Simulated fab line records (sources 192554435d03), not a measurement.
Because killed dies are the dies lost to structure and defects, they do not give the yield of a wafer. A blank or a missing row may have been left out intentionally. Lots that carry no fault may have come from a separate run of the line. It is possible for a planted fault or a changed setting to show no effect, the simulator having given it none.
Matching of chambers ; flow n5-finfet ; 4 sister chambers for N5_DUMMY_GATE_STRIP_41 on rie-diel-02
The step strips in O2. 20 wafers are shown with their chamber, then 10 later ones without.

== WAFERS WITH THEIR CHAMBER ==
wafer;chamber;drypump-motor-current-A (A);throttle-valve-pct (%);oes-product-au (a.u.)
L074.1;0;6.5;16.43;0.72
L074.3;2;5.1;16.51;0.75
L074.6;0;6.5;16.46;0.72
L076.1;0;6.5;16.45;0.70
L076.4;1;5.6;16.73;0.79
L076.6;0;6.5;16.45;0.71
L077.2;0;6.5;16.46;0.71
L077.3;3;5.0;16.55;0.95
L077.5;1;5.6;16.73;0.79
L078.1;2;5.1;16.54;0.75
L078.2;0;6.5;16.47;0.70
L078.5;2;5.1;16.53;0.75
L079.2;0;6.4;16.46;0.70
L079.4;2;5.1;16.52;0.74
L079.6;1;5.6;16.74;0.77
L082.1;0;6.5;16.47;0.71
L082.2;1;5.6;16.73;0.77
L082.5;3;5.0;16.56;0.92
L085.1;2;5.1;16.54;0.74
L085.2;1;5.6;16.75;0.77

SIGNATURES, as means of the wafers listed above
reading;chamber 0;chamber 1;chamber 2;chamber 3;scatter within a chamber
drypump-motor-current-A;6.487;5.600;5.100;5.000;0.0234
throttle-valve-pct;16.4563;16.7360;16.5280;16.5550;0.0118
oes-product-au;0.7087;0.7780;0.7460;0.9350;0.0098
Rule: for each reading, subtract the chamber's mean from the wafer's reading, divide by that reading's scatter and square the result; add these up over the readings and take the root, which gives the wafer's distance from the chamber. The wafer belongs to the nearest chamber; if the next one is less than 2 further off, it can't be placed. The scatter: take each reading less its chamber's mean, square it, sum over the shown wafers, divide by the number of wafers less the number of chambers, and take the root.

== WAFERS MISSING THEIR CHAMBER ==
wafer;drypump-motor-current-A (A);throttle-valve-pct (%);oes-product-au (a.u.)
L085.3;4.9;16.56;0.92
L087.1;4.9;16.58;0.91
L087.5;6.5;16.49;0.69
L087.6;5.0;16.56;0.90
L090.1;4.9;16.56;0.88
L090.3;5.6;16.77;0.76
L090.4;5.1;16.55;0.72
L091.1;5.0;16.58;0.89
L091.2;6.5;16.50;0.70
L091.6;6.6;16.51;0.70

== WHICH CHAMBER EACH ONE RAN IN ==
wafer;from the rows above;in truth
L085.3;3;3
L087.1;3;3
L087.5;0;0
L087.6;3;3
L090.1;3;3
L090.3;1;1
L090.4;2;2
L091.1;3;3
L091.2;0;0
L091.6;0;0
Correct placement for 10 of the 10. Can't be placed from these rows: 0. Number placed wrongly: 0.
